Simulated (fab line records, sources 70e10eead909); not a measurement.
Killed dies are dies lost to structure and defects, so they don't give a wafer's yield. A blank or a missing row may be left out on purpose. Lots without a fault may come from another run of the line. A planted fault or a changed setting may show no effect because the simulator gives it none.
Chamber matching | flow nand_harc | NHARC_A_M0_PRE_CLEAN_31 on pecvd-01: 3 sister chambers
The step time 12 s. 3 wafers are shown with their chamber, then 8 later ones without.

WAFERS WITH THEIR CHAMBER
wafer  | chamber | heater_power_w (W)
L080.4 | 1       | 735
L093.6 | 2       | 593
L094.2 | 0       | 818

WAFERS WITHOUT THEIR CHAMBER
wafer  | heater_power_w (W)
L094.4 | 540
L094.6 | 542
L096.2 | 529
L096.3 | 525
L096.5 | 519
L097.2 | 574
L097.3 | 568
L097.5 | 751

WHICH CHAMBER EACH WENT THROUGH
wafer  | from the rows above     | in truth
L094.4 | 2                       | 2
L094.6 | 2                       | 2
L096.2 | 2                       | 2
L096.3 | 2                       | 2
L096.5 | 2                       | 2
L097.2 | 2                       | 2
L097.3 | 2                       | 2
L097.5 | can't be placed: 1 or 0 | 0
Placed correctly: 7 of 8. Can't be placed from these rows: 1 (the true chamber is among the candidates in 1). Placed wrongly: 0.
How it was worked out, from the rows above alone: a wafer's distance from a chamber is the root of the sum, over the readings, of the square of ((its reading less the chamber's mean) divided by the reading's scatter). The wafer belongs to the nearest chamber; if the next one is less than 2 further off, it can't be placed. A chamber's mean is the mean of its shown wafers. The scatter: with one shown wafer a chamber, the root of the mean of the squares of how far each hidden wafer lies from its nearest shown one.
